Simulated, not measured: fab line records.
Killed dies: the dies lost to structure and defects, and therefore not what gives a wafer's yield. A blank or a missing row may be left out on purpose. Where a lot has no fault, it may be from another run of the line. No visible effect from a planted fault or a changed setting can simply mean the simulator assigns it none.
One fault seen from 2 desks || flow n5_finfet || only its own numbers are on each desk; what lay behind them is given at the end

## AT THE TOOL OWNER'S DESK: euv_scanner-02
The tool's own readings at N5_BEOL_M5_EXPOSE_25 (exposes mask V4, defocus 10 nm): means of the sampled wafers that have a number, for each lot that ran on this tool. The brackets show how far a lot's mean lies from the usual mean; more than 4 standard deviations puts the lot out of limits, marked OUT.
Columns: A = stage_msd_nm at N5_BEOL_M5_EXPOSE_25, usual 0.870 nm
{"lot": "L621", "first seen here": "day 7 20:00", "A": 0.854}
{"lot": "L628", "first seen here": "day 10 05:24", "A": 0.862}
{"lot": "L629", "first seen here": "day 10 05:55", "A": 0.859}
{"lot": "L630", "first seen here": "day 10 08:24", "A": 0.858}
{"lot": "L632", "first seen here": "day 11 00:47", "A": 0.863}
{"lot": "L637", "first seen here": "day 12 18:37", "A": 0.863}
{"lot": "L638", "first seen here": "day 13 13:15", "A": 0.860}
Finding of this desk: none of the 7 lots has anything out of limits.

## THE METROLOGY DESK
What the gauges read for every lot (on any tool): the sampled wafers with a number, averaged. The brackets show how far a lot's mean lies from the usual mean; more than 4 standard deviations puts the lot out of limits, marked OUT. Of its 10 readings 7 are shown: those that lie furthest out on some lot.
Columns: A = DIBL_N at N5_BEOL_M4_RC_MEAS_101, usual 36.0 mV/V; B = DIBL_P at N5_BEOL_M4_RC_MEAS_101, usual 36.7 mV/V; C = IOFF_P at N5_BEOL_M4_RC_MEAS_101, usual 0.21 nA/um; D = SS_N at N5_BEOL_M4_RC_MEAS_101, usual 71.5 mV/dec; E = SS_P at N5_BEOL_M4_RC_MEAS_101, usual 73.4 mV/dec; F = VT_N at N5_BEOL_M4_RC_MEAS_101, usual 250 mV; G = VT_P at N5_BEOL_M4_RC_MEAS_101, usual -251 mV
{"lot": "L621", "first seen here": "day 7 16:49", "A": 38.3, "B": 36.8, "C": 0.22, "D": 72.0, "E": 74.1, "F": 251, "G": -253}
{"lot": "L624", "first seen here": "day 8 18:52", "A": 32.4, "B": 33.3, "C": 0.17, "D": 70.9, "E": 72.0, "F": 252, "G": -252}
{"lot": "L625", "first seen here": "day 9 00:22", "A": 36.9, "B": 37.8, "C": 0.23, "D": 71.1, "E": 72.7, "F": 250, "G": -248}
{"lot": "L628", "first seen here": "day 10 00:22", "A": 36.8, "B": 37.4, "C": 0.22, "D": 71.8, "E": 73.8, "F": 253, "G": -251}
{"lot": "L629", "first seen here": "day 10 02:14", "A": 35.9, "B": 38.1, "C": 0.22, "D": 71.0, "E": 73.6, "F": 247, "G": -251}
{"lot": "L630", "first seen here": "day 10 04:03", "A": 36.9, "B": 37.0, "C": 0.20, "D": 71.7, "E": 73.7, "F": 252, "G": -253}
{"lot": "L632", "first seen here": "day 10 21:15", "A": 34.6, "B": 31.5, "C": 0.19, "D": 70.6, "E": 72.5, "F": 254, "G": -249}
{"lot": "L637", "first seen here": "day 12 12:56", "A": 36.5, "B": 38.0, "C": 0.25, "D": 71.1, "E": 73.2, "F": 248, "G": -246}
{"lot": "L638", "first seen here": "day 13 08:08", "A": 31.3, "B": 32.9, "C": 0.15, "D": 70.4, "E": 72.6, "F": 255, "G": -255}
Finding of this desk: none of the 9 lots has anything out of limits.

## PUT TOGETHER
The tool owner's desk saw nothing out of limits.
From the metrology desk's view, nothing was out of limits.

## WHAT WAS PUT IN BY THE SIMULATOR
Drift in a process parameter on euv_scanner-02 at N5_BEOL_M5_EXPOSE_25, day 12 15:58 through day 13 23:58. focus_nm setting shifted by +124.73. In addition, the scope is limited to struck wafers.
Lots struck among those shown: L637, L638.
